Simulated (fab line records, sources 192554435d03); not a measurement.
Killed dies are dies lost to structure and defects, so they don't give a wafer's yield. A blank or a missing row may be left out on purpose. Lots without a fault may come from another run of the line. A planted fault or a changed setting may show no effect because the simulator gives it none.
Which tool did it? | flow n5_finfet | 9 lots, 27 wafers sampled, at 6 steps of a route of 1938

WHAT THE GAUGES READ, wafer by wafer
N5_STI_FIN_REVEAL_THK_MEAS_05. Usual: thk_nm 131.8 nm, standard deviation 0.92.
lot  | measured    | on            | thk_nm (nm)       | flag
L907 | day 2 16:11 | film_metro-02 | 131.2 131.7 132.0 |
L908 | day 2 22:26 | film_metro-01 | 130.8 132.1 131.6 |
L909 | day 3 04:00 | film_metro-01 | 133.7 133.8 133.4 |
L923 | day 6 17:09 | film_metro-01 | 131.9 131.0 132.0 |
L924 | day 6 21:17 | film_metro-02 | 131.9 132.4 133.6 |
L925 | day 7 02:55 | film_metro-01 | 132.7 131.5 131.5 |
L926 | day 7 10:35 | film_metro-02 | 131.5 131.3 131.3 |
L927 | day 7 14:44 | film_metro-02 | 131.3 130.7 131.6 |
L928 | day 7 20:58 | film_metro-01 | 131.1 130.8 131.3 |

N5_STI_FIN_REVEAL_INSPECT_13: inspects for defects (darkfield). Usual: raw_defect_count 12, standard deviation 4.6.
lot  | measured    | on                | raw_defect_count | flag
L907 | day 2 19:49 | defect_inspect-02 | 17 15 9          |
L908 | day 3 01:53 | defect_inspect-02 | 23 20 16         |
L909 | day 3 07:17 | defect_inspect-02 | 551 9 5          | OFF
L923 | day 6 20:37 | defect_inspect-01 | 12 8 7           |
L924 | day 7 00:58 | defect_inspect-01 | 10 11 10         |
L925 | day 7 06:23 | defect_inspect-01 | 8 5 21           |
L926 | day 7 13:52 | defect_inspect-01 | 14 18 8          |
L927 | day 7 18:01 | defect_inspect-01 | 17 8 11          |
L928 | day 8 00:20 | defect_inspect-02 | 9 19 10          |

N5_BEOL_M4_RC_MEAS_101. Usual: DIBL_N 35.9 mV/V, standard deviation 1.3; DIBL_P 35.9 mV/V, standard deviation 1.5; IOFF_N 0.152 nA/um, standard deviation 0.023; IOFF_P 0.204 nA/um, standard deviation 0.027; ION_N 673 uA/um, standard deviation 9.2; ION_P 462 uA/um, standard deviation 6.7; SS_N 71.4 mV/dec, standard deviation 0.48; SS_P 73.2 mV/dec, standard deviation 0.55; VT_N 250.3 mV, standard deviation 2.6; VT_P -250.6 mV, standard deviation 3.
lot  | measured     | on        | DIBL_N (mV/V)  | DIBL_P (mV/V)  | IOFF_N (nA/um)    | IOFF_P (nA/um)    | ION_N (uA/um) | ION_P (uA/um) | SS_N (mV/dec)  | SS_P (mV/dec)  | VT_N (mV)         | VT_P (mV)            | flag
L907 | day 8 18:44  | prober-01 | 35.9 35.3 34.9 | 36.2 35.8 36.1 | 0.177 0.163 0.159 | 0.208 0.198 0.204 | 682 679 676   | 458 459 464   | 71.3 71.8 70.8 | 73.9 73.7 73.1 | 246.9 248.9 248.7 | -250.4 -251.5 -252.7 |
L908 | day 8 20:23  | prober-02 | 33.8 33.5 33.9 | 34.7 34.5 35.1 | 0.143 0.133 0.139 | 0.199 0.186 0.199 | 667 672 663   | 461 464 464   | 71.0 71.5 70.9 | 72.4 72.5 72.8 | 250.9 250.1 250.9 | -250.0 -250.8 -250.2 |
L909 | day 9 18:23  | prober-02 | 36.5 35.0 36.1 | 37.3 36.3 37.1 | 0.167 0.150 0.163 | 0.198 0.182 0.197 | 677 679 680   | 461 452 462   | 70.8 71.0 71.5 | 74.3 73.0 73.2 | 249.8 252.0 248.3 | -253.7 -254.3 -251.2 |
L923 | day 13 14:47 | prober-01 | 36.5 36.6 36.1 | 36.9 37.0 36.0 | 0.146 0.141 0.139 | 0.178 0.178 0.168 | 671 660 674   | 459 451 457   | 70.9 70.4 71.4 | 73.0 72.9 73.4 | 250.3 250.9 249.9 | -251.8 -254.6 -253.8 |
L924 | day 13 14:14 | prober-02 | 34.5 33.8 35.7 | 36.0 35.6 37.6 | 0.143 0.137 0.164 | 0.198 0.187 0.223 | 681 665 681   | 470 466 467   | 71.5 71.2 71.5 | 73.3 73.1 73.5 | 252.2 253.1 249.4 | -248.9 -253.0 -251.9 |
L925 | day 13 17:34 | prober-01 | 36.5 35.8 36.4 | 36.4 35.8 36.3 | 0.174 0.162 0.172 | 0.228 0.218 0.228 | 688 681 677   | 471 469 468   | 71.9 72.0 71.1 | 72.9 72.9 72.5 | 246.3 248.6 245.5 | -248.1 -249.2 -247.2 |
L926 | day 13 17:28 | prober-02 | 36.1 36.2 35.4 | 36.0 36.6 35.8 | 0.162 0.164 0.149 | 0.183 0.187 0.176 | 675 668 669   | 454 455 452   | 71.9 72.0 71.4 | 73.0 73.8 73.1 | 250.0 248.5 250.2 | -253.1 -255.2 -256.0 |
L927 | day 14 01:35 | prober-02 | 35.1 35.0 35.1 | 35.8 36.8 36.6 | 0.128 0.132 0.138 | 0.167 0.175 0.171 | 669 668 672   | 455 454 456   | 71.1 71.7 71.8 | 73.3 73.4 73.2 | 255.3 253.2 252.9 | -254.2 -253.3 -257.5 |
L928 | day 14 19:56 | prober-01 | 41.0 37.6 38.4 | 40.4 35.8 36.5 | 0.248 0.157 0.177 | 0.306 0.216 0.238 | 686 667 669   | 469 459 455   | 72.2 72.2 71.4 | 74.8 73.7 74.4 | 245.1 251.9 249.1 | -245.4 -252.3 -249.1 |

WHICH TOOL RAN EACH LOT (tool, then ch and the chambers of the sampled wafers, then the start)
lot  | N5_FIN_CUT_CUT_ETCH_15          | N5_STI_FIN_REVEAL_ALD_14         | N5_STI_FIN_REVEAL_PRECLEAN_29
L907 | rie_si-04 ch 1,2,3, day 2 09:53 | ald_sin-02 ch 0,1,3, day 2 10:16 | wet_bench-06 ch 1,5,6, day 2 16:50
L908 | rie_si-04 ch 0,2,3, day 2 16:20 | ald_sin-04 ch 0,1,2, day 2 17:05 | wet_bench-06 ch 4,5,6, day 2 23:02
L909 | rie_si-03 ch 1,2,3, day 2 21:42 | ald_sin-04 ch 0,1, day 2 22:04   | wet_bench-06 ch 1,2,5, day 3 04:26
L923 | rie_si-04 ch 0,1,3, day 6 10:58 | ald_sin-04 ch 0,1, day 6 11:49   | wet_bench-06 ch 0,4,7, day 6 17:35
L924 | rie_si-04 ch 0,3, day 6 15:15   | ald_sin-04 ch 0,2,3, day 6 15:38 | wet_bench-01 ch 0,3,5, day 6 21:50
L925 | rie_si-04 ch 1,2,3, day 6 21:13 | ald_sin-02 ch 0,2,3, day 6 21:35 | wet_bench-05 ch 1,2,3, day 7 03:27
L926 | rie_si-03 ch 1,2,3, day 7 04:40 | ald_sin-04 ch 0,2,3, day 7 05:16 | wet_bench-05 ch 1,2,3, day 7 11:02
L927 | rie_si-04 ch 1,2,3, day 7 08:43 | ald_sin-04 ch 1,2, day 7 09:23   | wet_bench-05 ch 1,4,5, day 7 15:11
L928 | rie_si-04 ch 0,1,2, day 7 15:02 | ald_sin-02 ch 0,2,3, day 7 15:38 | wet_bench-06 ch 2,3,5, day 7 21:30
- N5_FIN_CUT_CUT_ETCH_15: etches Si in HBr/Cl2/O2, target depth 100 nm, bt time 10 s, time 42.4 s.
- N5_STI_FIN_REVEAL_ALD_14: deposits Si3N4, target thk 3 nm.
- N5_STI_FIN_REVEAL_PRECLEAN_29: cleans in DHF, time 30 s.

WHAT THE TOOLS THEMSELVES READ (means of the sampled wafers that have a number; where no wafer has one, the mark that the record gives instead)
N5_FIN_CUT_CUT_ETCH_15. Usual: chamber_pressure_mTorr 10.000 mTorr, standard deviation 0.0091; drypump_motor_current_A 5.6 A, standard deviation 0.58; oes_product_au 0.998 a.u., standard deviation 0.018; throttle_valve_pct 37.2 %, standard deviation 0.31.
lot  | tool      | chamber_pressure_mTorr (mTorr) | drypump_motor_current_A (A) | oes_product_au (a.u.) | throttle_valve_pct (%) | flag
L907 | rie_si-04 | 9.996                          | 5.5                         | 1.005                 | 37.3                   |
L908 | rie_si-04 | 10.000                         | 5.5                         | 0.998                 | 37.1                   |
L909 | rie_si-03 | 10.015                         | 5.9                         | 0.999                 | 37.2                   |
L923 | rie_si-04 | 10.008                         | 6.0                         | 1.002                 | 37.1                   |
L924 | rie_si-04 | 10.009                         | 5.9                         | 0.986                 | 36.9                   |
L925 | rie_si-04 | 9.997                          | 5.6                         | 1.008                 | 37.2                   |
L926 | rie_si-03 | 10.006                         | 5.9                         | 1.004                 | 37.2                   |
L927 | rie_si-04 | 10.001                         | 5.6                         | 1.006                 | 37.2                   |
L928 | rie_si-04 | 10.000                         | 6.0                         | 1.010                 | 37.1                   |

N5_STI_FIN_REVEAL_ALD_14. Usual: heater_power_w 884 W, standard deviation 82.
lot  | tool       | heater_power_w (W) | flag
L907 | ald_sin-02 | 861                |
L908 | ald_sin-04 | 842                |
L909 | ald_sin-04 | 893                |
L923 | ald_sin-04 | 851                |
L924 | ald_sin-04 | 880                |
L925 | ald_sin-02 | 891                |
L926 | ald_sin-04 | 892                |
L927 | ald_sin-04 | 846                |
L928 | ald_sin-02 | 899                |

N5_STI_FIN_REVEAL_PRECLEAN_29. Usual: bath_heat_duty_pct 6.0 %, standard deviation 0.87.
lot  | tool         | bath_heat_duty_pct (%) | flag
L907 | wet_bench-06 | 5.9                    |
L908 | wet_bench-06 | 6.6                    |
L909 | wet_bench-06 | 5.3                    |
L923 | wet_bench-06 | 7.0                    |
L924 | wet_bench-01 | 6.4                    |
L925 | wet_bench-05 | 5.7                    |
L926 | wet_bench-05 | 5.8                    |
L927 | wet_bench-05 | 6.2                    |
L928 | wet_bench-06 | 5.4                    |

THE ANSWER, worked out from the rows above alone
Rule: a lot is off if the mean of its wafers that have a number lies more than 3 standard deviations from the usual mean. A lot without any number at a reading at which 4 lots or more have one is off too. The other lots that the step has rows for count as sound. The gauges are gone through in route order, then the tools' own readings, and for those a lot's mean is taken as printed above. The first step at which some lot is off is used, and at that step the reading that is off furthest; a lot without a number counts as furthest.
Off: L909, at N5_STI_FIN_REVEAL_INSPECT_13 (raw_defect_count).
A tool fits if, at a process step before that reading, it ran every lot that is off, and no sound lot after the first of them. The gauges at N5_STI_FIN_REVEAL_INSPECT_13 are tried like those tools. None of those tried fits.

WHAT THE SIMULATOR HAD PUT IN
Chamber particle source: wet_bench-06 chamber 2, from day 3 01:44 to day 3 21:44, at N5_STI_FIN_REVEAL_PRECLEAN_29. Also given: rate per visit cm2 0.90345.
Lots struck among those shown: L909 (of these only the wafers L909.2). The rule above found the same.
